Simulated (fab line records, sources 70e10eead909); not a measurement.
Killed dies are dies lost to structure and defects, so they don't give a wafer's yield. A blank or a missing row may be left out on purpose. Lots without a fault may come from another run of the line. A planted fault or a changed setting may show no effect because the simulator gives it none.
Which tool did it? | flow nand_harc | 12 lots, 36 wafers sampled, at 4 steps of a route of 1159

WHAT THE GAUGES READ, wafer by wafer
The record holds no reading of a measuring or inspecting step that can be judged against a usual standard deviation.

WHICH TOOL RAN EACH LOT (tool, then ch and the chambers of the sampled wafers, then the start)
lot  | NHARC_A_CHANNEL_HOLE_D1_ETCH_21  | NHARC_A_CHANNEL_HOLE_D1_ETCH_24  | NHARC_A_CHANNEL_FILL_D1_ALD_15      | NHARC_A_CHANNEL_FILL_D1_STRIP_28
L445 | har_etch-02 ch 0,1, day 8 13:23  | har_etch-02 ch 0,1, day 8 15:05  | ald_sin_batch-03 ch 0, day 9 03:12  | rie_diel-03 ch 0,1,2, day 9 17:16
L446 | har_etch-02 ch 0,1, day 8 23:31  | har_etch-02 ch 0,1, day 9 01:20  | ald_sin_batch-01 ch 0, day 9 14:59  | rie_diel-10 ch 0,1,3, day 10 07:55
L449 | har_etch-02 ch 1, day 9 08:14    | har_etch-02 ch 1, day 9 09:57    | ald_sin_batch-01 ch 0, day 9 23:13  | rie_diel-03 ch 0,2, day 10 13:05
L448 | har_etch-01 ch 1, day 9 11:33    | har_etch-01 ch 1, day 9 13:16    | ald_sin_batch-01 ch 0, day 10 06:10 | rie_diel-10 ch 1,2,3, day 10 20:17
L450 | har_etch-02 ch 0,1, day 9 18:28  | har_etch-02 ch 0,1, day 9 20:17  | ald_sin_batch-03 ch 0, day 10 09:58 | rie_diel-03 ch 2,3, day 11 01:31
L452 | har_etch-01 ch 0,1, day 10 09:41 | har_etch-01 ch 0,1, day 10 11:22 | ald_sin_batch-02 ch 0, day 10 23:52 | rie_diel-10 ch 1,3, day 11 14:36
L453 | har_etch-02 ch 0,1, day 10 12:20 | har_etch-02 ch 0,1, day 10 14:04 | ald_sin_batch-03 ch 0, day 11 06:01 | rie_diel-10 ch 0,2,3, day 11 20:34
L454 | har_etch-02 ch 0,1, day 11 09:56 | har_etch-02 ch 0,1, day 11 11:40 | ald_sin_batch-02 ch 0, day 12 01:32 | rie_diel-03 ch 0,1,3, day 12 16:21
L456 | har_etch-01 ch 0,1, day 11 10:39 | har_etch-01 ch 0,1, day 11 12:20 | ald_sin_batch-02 ch 0, day 12 01:32 | rie_diel-10 ch 1,3, day 12 16:22
L462 | har_etch-01 ch 1, day 12 16:45   | har_etch-01 ch 1, day 12 18:27   | ald_sin_batch-02 ch 0, day 13 08:43 | rie_diel-03 ch 1,2,3, day 13 23:55
L464 | har_etch-02 ch 1, day 13 08:15   | har_etch-02 ch 1, day 13 09:57   | ald_sin_batch-02 ch 0, day 14 03:31 | rie_diel-03 ch 0,3, day 14 19:25
L465 | har_etch-01 ch 0,1, day 13 08:43 | har_etch-01 ch 0,1, day 13 10:25 | ald_sin_batch-02 ch 0, day 14 03:31 | rie_diel-10 ch 0,1,2, day 14 19:25
- NHARC_A_CHANNEL_HOLE_D1_ETCH_21: etches the open film in C4F8/O2/Ar, time 514.3 s, target depth 1600 nm.
- NHARC_A_CHANNEL_HOLE_D1_ETCH_24: etches the open film in C4F8/O2/Ar, time 906.2 s, target depth 1500 nm.
- NHARC_A_CHANNEL_FILL_D1_ALD_15: deposits SiNx, target thk 2 nm, pulse time 60 s, ald cycles 19.
- NHARC_A_CHANNEL_FILL_D1_STRIP_28: strips in O2, time 20 s.

WHAT THE TOOLS THEMSELVES READ (means of the sampled wafers that have a number; where no wafer has one, the mark that the record gives instead)
NHARC_A_CHANNEL_HOLE_D1_ETCH_21.
lot  | tool        | c4f8_flow_sccm (sccm) | drypump_motor_current_A (A) | showerhead_plenum_p_Torr (Torr) | throttle_valve_pct (%)
L445 | har_etch-02 | 89.52                 | 5.93                        | 3.61                            | 32.160
L446 | har_etch-02 | 89.44                 | 6.11                        | 3.63                            | 32.157
L449 | har_etch-02 | 89.25                 | 6.24                        | 3.66                            | 32.161
L448 | har_etch-01 | 89.41                 | 5.69                        | 3.74                            | 32.164
L450 | har_etch-02 | 89.37                 | 5.93                        | 3.60                            | 32.153
L452 | har_etch-01 | 89.15                 | 5.71                        | 3.69                            | 32.163
L453 | har_etch-02 | 89.27                 | 5.94                        | 3.60                            | 32.145
L454 | har_etch-02 | 89.29                 | 6.08                        | 3.62                            | 32.154
L456 | har_etch-01 | 89.15                 | 5.74                        | 3.65                            | 32.151
L462 | har_etch-01 | 89.32                 | 5.70                        | 3.72                            | 32.164
L464 | har_etch-02 | 89.46                 | 6.25                        | 3.64                            | 32.148
L465 | har_etch-01 | 89.15                 | 5.72                        | 3.67                            | 32.166

NHARC_A_CHANNEL_HOLE_D1_ETCH_24.
lot  | tool        | c4f8_flow_sccm (sccm) | drypump_motor_current_A (A) | showerhead_plenum_p_Torr (Torr) | throttle_valve_pct (%)
L445 | har_etch-02 | 94.06                 | 5.95                        | 3.61                            | 32.240
L446 | har_etch-02 | 93.61                 | 6.10                        | 3.63                            | 32.230
L449 | har_etch-02 | 93.89                 | 6.23                        | 3.65                            | 32.234
L448 | har_etch-01 | 93.74                 | 5.68                        | 3.73                            | 32.236
L450 | har_etch-02 | 93.63                 | 5.94                        | 3.60                            | 32.233
L452 | har_etch-01 | 93.79                 | 5.70                        | 3.69                            | 32.234
L453 | har_etch-02 | 93.63                 | 5.93                        | 3.59                            | 32.243
L454 | har_etch-02 | 93.77                 | 6.08                        | 3.61                            | 32.228
L456 | har_etch-01 | 93.48                 | 5.72                        | 3.65                            | 32.244
L462 | har_etch-01 | 93.91                 | 5.69                        | 3.71                            | 32.229
L464 | har_etch-02 | 93.96                 | 6.22                        | 3.63                            | 32.236
L465 | har_etch-01 | 93.71                 | 5.70                        | 3.67                            | 32.238

NHARC_A_CHANNEL_FILL_D1_ALD_15.
lot  | tool             | precursor_pulse_height_rel
L445 | ald_sin_batch-03 | 0.985
L446 | ald_sin_batch-01 | 0.988
L449 | ald_sin_batch-01 | 0.991
L448 | ald_sin_batch-01 | 1.007
L450 | ald_sin_batch-03 | 0.993
L452 | ald_sin_batch-02 | 0.998
L453 | ald_sin_batch-03 | 1.000
L454 | ald_sin_batch-02 | 0.998
L456 | ald_sin_batch-02 | 1.005
L462 | ald_sin_batch-02 | 0.993
L464 | ald_sin_batch-02 | 0.982
L465 | ald_sin_batch-02 | 0.984

NHARC_A_CHANNEL_FILL_D1_STRIP_28.
lot  | tool        | drypump_motor_current_A (A) | oes_product_au (a.u.) | rf_vpp_V (V) | showerhead_plenum_p_Torr (Torr) | throttle_valve_pct (%)
L445 | rie_diel-03 | 5.8                         | 0.976                 | 58.1         | 3.53                            | 17.038
L446 | rie_diel-10 | 5.7                         | 1.003                 | 57.6         | 3.57                            | 17.034
L449 | rie_diel-03 | 5.8                         | 0.992                 | 57.8         | 3.57                            | 17.040
L448 | rie_diel-10 | 5.6                         | 1.014                 | 58.5         | 3.61                            | 17.039
L450 | rie_diel-03 | 5.4                         | 0.997                 | 58.1         | 3.69                            | 17.040
L452 | rie_diel-10 | 5.7                         | 1.006                 | 57.9         | 3.61                            | 17.045
L453 | rie_diel-10 | 5.6                         | 0.993                 | 58.5         | 3.58                            | 17.032
L454 | rie_diel-03 | 5.5                         | 1.001                 | 57.0         | 3.58                            | 17.033
L456 | rie_diel-10 | 5.7                         | 1.015                 | 58.1         | 3.60                            | 17.034
L462 | rie_diel-03 | 5.4                         | 1.000                 | 57.2         | 3.64                            | 17.030
L464 | rie_diel-03 | 5.6                         | 1.021                 | 58.0         | 3.57                            | 17.034
L465 | rie_diel-10 | 5.7                         | 1.002                 | 57.3         | 3.57                            | 17.033

THE ANSWER, worked out from the rows above alone
Rule: what is usual is taken from the lots themselves. Put in order of their means at a reading, lots are off if they are a third of the lots or fewer, leave a main group of 4 or more, and stand apart from it by a gap of 3 or more times the standard deviation of the main group's means; of several such gaps the widest counts. A main group whose means are all the same, to the digits that the tables above print for the reading, isn't used. A lot without any number at a reading at which 4 lots or more have one is off too. The other lots that the step has rows for count as sound. The gauges are gone through in route order, then the tools' own readings, and for those a lot's mean is taken as printed above. The first step at which some lot is off is used, and at that step the reading that is off furthest; a lot without a number counts as furthest.
No lot is off at any reading shown: from this, nothing can be told.

WHAT THE SIMULATOR HAD PUT IN
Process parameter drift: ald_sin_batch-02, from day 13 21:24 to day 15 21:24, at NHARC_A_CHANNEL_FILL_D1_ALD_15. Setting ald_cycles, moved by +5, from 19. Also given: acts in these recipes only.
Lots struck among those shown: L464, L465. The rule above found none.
